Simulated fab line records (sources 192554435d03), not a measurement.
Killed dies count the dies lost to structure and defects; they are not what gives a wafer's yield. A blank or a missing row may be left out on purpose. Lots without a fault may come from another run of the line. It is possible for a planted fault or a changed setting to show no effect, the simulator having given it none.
Struck lot and sound lot, side by side ; flow n5Finfet ; 15 out of 1938 route steps
Sound: wafers L381.1, L381.3, L381.6. Wafers L392.2, L392.3, L392.6 were the ones struck. At the end, the cause is stated.
At each step with rows: each side's tool, then ch and its chambers, then its first start. Under that, the readings that differ: sound wafers ; struck wafers ; difference of the means ; sigmas: that difference in standard deviations of wafers without a fault.
alike: same words and numbers on both sides, and readings whose means sit less than 2 such deviations apart. not compared: any withheld reading, any reading some wafer has no value for, any bound like >300 that may hide the same value, and any number with overlapping values for which the record gives no deviation.
Wherever a step has rows on one side only, a row that says differs or no value, or a row with sigmas, the two part there. Numbers that don't overlap but have no deviation are shown without sigmas and don't part them. A reading missing from all wafers of one side parts the sides only when that side holds two or more wafers.

first, 1 step without rows for these wafers: N5_HKMG_FIN_ALD_21 (deposits TiN, target thk 1.5 nm, pulse time 1 s, purge time 3 s).
N5_HKMG_FIN_ALD_72: deposits W, target thk 2 nm, pulse time 1 s, purge time 2 s.
  sound on cvdW-01 ch 0,1, day 4 09:37; struck on cvdW-02 ch 0,1, day 7 03:46
  alike: chamberPressureTorr, heaterPowerOuterW, heaterPowerW, precursorPulseHeightRel, susceptorTempC
then, 4 steps without rows for these wafers: N5_HKMG_FIN_W_FILL_22 (material W, target thk 60 nm, time 18.2 s); N5_HKMG_FIN_PRECLEAN_83 (cleans in DIW, time 57.5 s); N5_HKMG_FIN_SRD_84 (dry time 32 s); N5_HKMG_FIN_CMP_23 (polishes, stops on SiNx, t overpolish 10 s, target thk 46.326 nm).
N5_HKMG_FIN_CMP_94: polishes, stops on SiNx, t overpolish 4.7 s, target thk 43.299 nm.
  sound on cmp-02 ch 0,3, day 4 10:16; struck on cmp-01 ch 1,2,3, day 7 04:25
  alike: motorCurrentA
N5_HKMG_FIN_INSPECT_28: inspects for defects (darkfield).
  sound: defectInspect-02 at day 4 10:31; struck: defectInspect-02 at day 7 04:39
reading;sound;struck;difference;sigmas
rawDefectCount;94 58 88;41 42 39;-39;-3
N5_GATE_CUT_ETCHBACK_00: etches W in SF6/Cl2.
  sound on rieMetal-03 ch 0, day 4 10:32; struck on rieMetal-02 ch 1, day 7 04:41
  alike: drypumpMotorCurrentA, oesProductAu, rfFwdPowerW, throttleValvePct
  not compared: rfHoursCounterH
N5_GATE_CUT_ETCH_56: etches TiN in Cl2/Ar, target depth 21.6 nm.
  sound on rieMetal-03 ch 0, day 4 10:40; struck on rieMetal-02 ch 1, day 7 04:49
reading;sound;struck;difference;sigmas
oesProductAu (a.u.);0.94 0.94 0.95;0.79 0.79 0.80;-0.15;-2
rfFwdPowerW (W);601.3 599.8 598.5;593.0 592.2 595.2;-6.4;-3
  alike: drypumpMotorCurrentA, mfcArSccm, throttleValvePct
  not compared: rfHoursCounterH
then, 1 step without rows for these wafers: N5_GATE_CUT_ETCHBACK_30 (etches TiN in Cl2/Ar, target depth 3 nm).
N5_GATE_CUT_VAPOR_ETCH_60: etches HfO2 in BCl3/Cl2.
  sound on rieMetal-03 ch 0, day 4 10:47; struck on rieMetal-02 ch 1, day 7 04:56
  alike: drypumpMotorCurrentA, oesProductAu
N5_GATE_CUT_ETCH_58: etches SiNx in CH3F/O2, target depth 17 nm, time 128.6 s.
  sound on rieDiel-03 ch 0,1,3, day 4 10:50; struck on rieDiel-02 ch 0,2,3, day 7 04:59
  alike: drypumpMotorCurrentA, mfcArSccm, oesProductAu, rfFwdPowerW, rfVppV, showerheadPlenumPTorr, throttleValvePct
  not compared: rfHoursCounterH
-- here the record skips 4 days between the struck wafers' starts before and after, leaving off in module GATE_CUT and picking up in module BEOL_M4 (first step shown: number 1111 of the route) --
N5_BEOL_M4_RC_MEAS_101:
  sound on prober-01 ch 0, day 8 06:16; struck on prober-02 ch 0, day 10 23:59
  alike: DIBL_N, DIBL_P, IOFF_N, IOFF_P, ION_N, ION_P, SS_N, SS_P, VT_N, VT_P
-- record jumps: 5 days separate the struck wafers' starts on either side; left off in module BEOL_M4, taken up again in module PASSIVATION, whose first shown step is the route's number 1936 --
N5_PASSIVATION_PROBE_49:
  sound: prober-01 at day 13 01:38; struck: prober-01 at day 15 13:11
reading;sound;struck;difference;sigmas
killed_at_M4_up;21 21 15;3 9 8;-12;-2
  alike: defectLimitedYield, killed_at_M0_to_M3, killedAtContacts, killedAtFrontEnd, killedAtOther, killedDies, killedOpen, killedShort, sort_bin_5_function, sort_bin_6_memory, sortNPass, sortYieldPct

## WHERE THEY PART
First at N5_HKMG_FIN_INSPECT_28; last, within this record, at N5_PASSIVATION_PROBE_49.

WHY: the cause the simulator had injected
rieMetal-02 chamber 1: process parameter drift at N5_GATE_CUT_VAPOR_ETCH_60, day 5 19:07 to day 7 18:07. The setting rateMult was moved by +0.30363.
